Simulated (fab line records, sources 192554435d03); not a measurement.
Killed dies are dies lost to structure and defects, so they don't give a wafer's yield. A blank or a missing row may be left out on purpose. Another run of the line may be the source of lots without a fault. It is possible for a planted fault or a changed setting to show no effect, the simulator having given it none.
Which tool is to blame?	flow n5Finfet	Sampling: 9 lots, 25 wafers, 5 of 1938 route steps

## WHAT THE GAUGES READ, wafer by wafer
N5_BEOL_M4_RC_MEAS_101. Usual: CHAIN_V0 238 ohm/link, standard deviation 10; CHAIN_V0_max_site 246 ohm/link, standard deviation 11; DIBL_N 36.3 mV/V, standard deviation 1.6; DIBL_P 36.2 mV/V, standard deviation 2; IOFF_N 0.160 nA/um, standard deviation 0.028; IOFF_P 0.21 nA/um, standard deviation 0.036; ION_N 677 uA/um, standard deviation 11; ION_P 465 uA/um, standard deviation 6.9; SS_N 71.5 mV/dec, standard deviation 0.55; SS_P 73.3 mV/dec, standard deviation 0.64; VT_N 250 mV, standard deviation 3; VT_P -250 mV, standard deviation 3.5.
lot	measured	on	CHAIN_V0 (ohm/link)	CHAIN_V0_max_site (ohm/link)	DIBL_N (mV/V)	DIBL_P (mV/V)	IOFF_N (nA/um)	IOFF_P (nA/um)	ION_N (uA/um)	ION_P (uA/um)	SS_N (mV/dec)	SS_P (mV/dec)	VT_N (mV)	VT_P (mV)	flag
L797	day 8 00:02	prober-02	230 220 222	237 227 240	35.3 36.1 36.5	35.1 35.6 36.0	0.145 0.159 0.167	0.20 0.21 0.22	682 679 675	464 471 462	70.8 70.7 70.7	72.4 72.5 72.9	250 248 249	-248 -247 -251	
L801	day 9 10:43	prober-02	243 238 250	250 245 260	37.8 38.3 40.5	37.0 36.7 40.7	0.155 0.152 0.222	0.22 0.22 0.30	679 662 699	473 469 477	71.5 71.8 72.4	73.6 73.4 74.5	251 253 246	-249 -248 -244	
L803	day 9 17:41	prober-01	234 237	236 253	37.7 35.0	40.4 36.8	0.219 0.160	0.27 0.20	702 675	478 459	71.6 71.2	74.7 72.7	243 250	-248 -252	
L804	day 10 06:52	prober-01	227 242	234 250	34.8 36.5	33.0 35.5	0.131 0.164	0.20 0.24	651 671	456 465	71.4 71.7	72.0 73.1	253 249	-250 -245	
L805	day 10 15:08	prober-01	233 238 235	241 244 240	37.8 38.0 37.6	38.9 39.1 38.2	0.187 0.190 0.177	0.29 0.29 0.27	684 688 673	478 479 469	71.4 72.1 71.1	73.6 73.4 73.6	246 248 248	-243 -243 -244	
L808	day 11 00:25	prober-02	209 203 240	214 209 247	37.0 35.0 35.2	34.4 33.2 32.7	0.143 0.127 0.130	0.18 0.17 0.16	663 668 673	460 463 459	71.6 70.7 71.0	73.0 72.5 72.9	253 253 254	-253 -256 -257	
L809	day 11 02:11	prober-01	244 247 248	251 263 254	37.0 36.2 37.1	36.9 37.5 37.5	0.165 0.169 0.171	0.19 0.20 0.20	680 685 691	460 469 471	72.2 71.6 72.1	73.3 73.2 74.1	249 251 249	-254 -252 -256	
L810	day 11 05:39	prober-01	213 251 247	216 256 250	37.1 36.4 37.3	37.1 36.7 37.1	0.172 0.171 0.188	0.22 0.21 0.21	685 678 676	467 462 463	71.9 72.1 71.7	73.7 73.8 73.6	251 249 249	-254 -251 -252	
L819	day 13 21:29	prober-02	238 237 236	243 245 243	36.5 35.6 36.0	36.4 35.2 35.8	0.155 0.144 0.139	0.19 0.16 0.17	671 678 670	453 456 452	72.0 71.4 71.6	73.5 73.4 73.5	250 251 249	-254 -257 -253	

## WHAT TOOL EACH LOT RAN ON (gives the tool, then ch and the chambers of the sampled wafers, and finally the start)
lot	N5_BEOL_M1_STRIP_66	N5_BEOL_M1_HM_OPEN_17	N5_BEOL_M1_ALD_98	N5_BEOL_M1_STRIP_97
L797	rieDiel-01 ch 1,2, day 6 12:11	rieMetal-02 ch 0, day 6 12:13	aldSin-02 ch 0,1,2, day 6 12:59	rieDiel-01 ch 0,1, day 8 00:02 or earlier
L801	rieDiel-05 ch 1,2, day 7 06:15	rieMetal-02 ch 0,1, day 7 06:17	aldSin-02 ch 2,3, day 7 07:03	rieDiel-04 ch 0,1,2, day 9 10:43 or earlier
L803	rieDiel-01 ch 0,1, day 7 17:23	rieMetal-01 ch 0,1, day 7 17:28	aldSin-02 ch 2,3, day 7 18:32	rieDiel-01 ch 1,2, day 9 17:41 or earlier
L804	rieDiel-01 ch 0,2, day 7 23:35	rieMetal-02 ch 0,1, day 7 23:37	aldSin-02 ch 0,3, day 8 00:31	rieDiel-01 ch 0,3, day 10 06:52 or earlier
L805	rieDiel-04 ch 1,2, day 8 05:55	rieMetal-03 ch 0,1, day 8 05:59	aldSin-03 ch 0,3, day 8 06:56	rieDiel-04 ch 0,1,3, day 10 15:08 or earlier
L808	rieDiel-05 ch 1,3, day 9 03:42	rieMetal-03 ch 1, day 9 03:44	aldSin-02 ch 0,1,3, day 9 04:30	rieDiel-05 ch 1,2,3, day 11 00:25 or earlier
L809	rieDiel-04 ch 1,2, day 9 12:15	rieMetal-03 ch 0,1, day 9 12:17	aldSin-01 ch 0,3, day 9 13:33	rieDiel-05 ch 1,2, day 11 02:11 or earlier
L810	rieDiel-05 ch 0,1, day 9 17:51	rieMetal-01 ch 0,1, day 9 17:53	aldSin-02 ch 0,1,3, day 9 18:46	rieDiel-01 ch 0,1,2, day 11 05:39 or earlier
L819	rieDiel-05 ch 0,2,3, day 11 19:46	rieMetal-03 ch 0,1, day 11 19:48	aldSin-03 ch 0,2,3, day 11 20:44	rieDiel-01 ch 0,1,2, day 13 21:29 or earlier
- N5_BEOL_M1_STRIP_66: strips in CF4.
- N5_BEOL_M1_HM_OPEN_17: chemistry Cl2/BCl3, target TiN, target depth 20 nm, overetch 6 nm.
- N5_BEOL_M1_ALD_98: deposits SiO2, target thk 2.5 nm, pulse time 1 s, co reactant pulse time 1 s.
- N5_BEOL_M1_STRIP_97: strips in N2/H2, time 10 s.

## AS READ BY THE TOOLS THEMSELVES (means over the sampled wafers that have a number; for cases with no such wafer, the mark the record gives instead)
N5_BEOL_M1_STRIP_66. Usual: drypumpMotorCurrentA 5.8 A, standard deviation 0.52; oesProductAu 0.78 a.u., standard deviation 0.069; rfVppV 271.3 V, standard deviation 1.4; showerheadPlenumPTorr 1.80 Torr, standard deviation 0.058; throttleValvePct 13.58 %, standard deviation 0.24.
lot	tool	drypumpMotorCurrentA (A)	oesProductAu (a.u.)	rfVppV (V)	showerheadPlenumPTorr (Torr)	throttleValvePct (%)	flag
L797	rieDiel-01	5.4	0.90	271.6	1.80	13.15	
L801	rieDiel-05	5.6	0.75	269.9	1.74	13.63	
L803	rieDiel-01	6.1	0.85	271.0	1.85	13.26	
L804	rieDiel-01	6.0	0.89	271.9	1.81	13.36	
L805	rieDiel-04	6.2	0.75	270.6	1.75	13.72	
L808	rieDiel-05	5.9	0.76	269.6	1.75	13.81	
L809	rieDiel-04	6.2	0.74	271.0	1.74	13.74	
L810	rieDiel-05	5.8	0.75	271.1	1.77	13.63	
L819	rieDiel-05	5.7	0.75	271.4	1.83	13.65	

N5_BEOL_M1_HM_OPEN_17. Usual: biasW 126.0 W, standard deviation 0.36; drypumpMotorCurrentA 5.61 A, standard deviation 0.26; mfcArSccm 25.00 sccm, standard deviation 0.083; oesProductAu 0.61 a.u., standard deviation 0.059; throttleValvePct 22.20 %, standard deviation 0.18.
lot	tool	biasW (W)	drypumpMotorCurrentA (A)	mfcArSccm (sccm)	oesProductAu (a.u.)	throttleValvePct (%)	flag
L797	rieMetal-02	126.1	5.57	24.99	0.69	22.15	
L801	rieMetal-02	126.1	5.56	24.99	0.63	22.11	
L803	rieMetal-01	125.8	5.81	24.93	0.56	22.41	
L804	rieMetal-02	125.7	5.55	24.97	0.61	22.08	
L805	rieMetal-03	125.6	5.54	25.07	0.65	22.14	
L808	rieMetal-03	125.8	5.13	24.95	0.65	22.17	
L809	rieMetal-03	125.7	5.35	24.92	0.65	22.15	
L810	rieMetal-01	126.1	5.78	25.02	0.54	22.52	
L819	rieMetal-03	126.1	5.53	24.85	0.63	22.15	

N5_BEOL_M1_ALD_98. Usual: heaterPowerW 78 W, standard deviation 8.1; precursorPulseHeightRel 1.001, standard deviation 0.021.
lot	tool	heaterPowerW (W)	precursorPulseHeightRel	flag
L797	aldSin-02	83	1.005	
L801	aldSin-02	84	1.008	
L803	aldSin-02	82	1.014	
L804	aldSin-02	79	1.008	
L805	aldSin-03	82	0.979	
L808	aldSin-02	77	1.002	
L809	aldSin-01	78	1.015	
L810	aldSin-02	78	0.983	
L819	aldSin-03	71	0.985	

N5_BEOL_M1_STRIP_97. Usual: drypumpMotorCurrentA 5.8 A, standard deviation 0.54; oesProductAu 0.82 a.u., standard deviation 0.074; rfVppV 59.3 V, standard deviation 0.84; showerheadPlenumPTorr 2.57 Torr, standard deviation 0.084; tempC 39.98 C, standard deviation 0.11; throttleValvePct 23.69 %, standard deviation 0.25.
lot	tool	drypumpMotorCurrentA (A)	oesProductAu (a.u.)	rfVppV (V)	showerheadPlenumPTorr (Torr)	tempC (C)	throttleValvePct (%)	flag
L797	rieDiel-01	6.3	0.88	59.6	2.67	39.87	23.54	
L801	rieDiel-04	6.2	0.75	58.8	2.55	39.96	23.98	
L803	rieDiel-01	5.4	0.90	59.1	2.53	39.98	23.44	
L804	rieDiel-01	6.0	0.86	59.8	2.64	39.87	23.74	
L805	rieDiel-04	5.8	0.72	58.5	2.60	39.90	23.88	
L808	rieDiel-05	5.8	0.75	58.7	2.50	39.99	23.93	
L809	rieDiel-05	5.4	0.74	59.0	2.50	40.08	23.81	
L810	rieDiel-01	5.9	0.87	59.7	2.59	40.01	23.53	
L819	rieDiel-01	5.9	0.86	59.0	2.58	39.96	23.55	

## THE ANSWER, worked out from the rows above alone
Rule: a lot is off if the mean of its wafers that have a number lies more than 3 standard deviations from the usual mean. A lot without any number at a reading at which 4 lots or more have one is off too. All remaining lots with rows at the step are treated as sound. Order of review: gauges by route order, followed by the tools' own readings, for which a lot's mean as printed above is used. At the first step where some lot is off, the reading lying furthest off is the one used; lots without a number count as furthest.
Across all readings shown, no lot is off: no conclusion can be drawn from this.

## WHAT THE SIMULATOR HAD PUT IN
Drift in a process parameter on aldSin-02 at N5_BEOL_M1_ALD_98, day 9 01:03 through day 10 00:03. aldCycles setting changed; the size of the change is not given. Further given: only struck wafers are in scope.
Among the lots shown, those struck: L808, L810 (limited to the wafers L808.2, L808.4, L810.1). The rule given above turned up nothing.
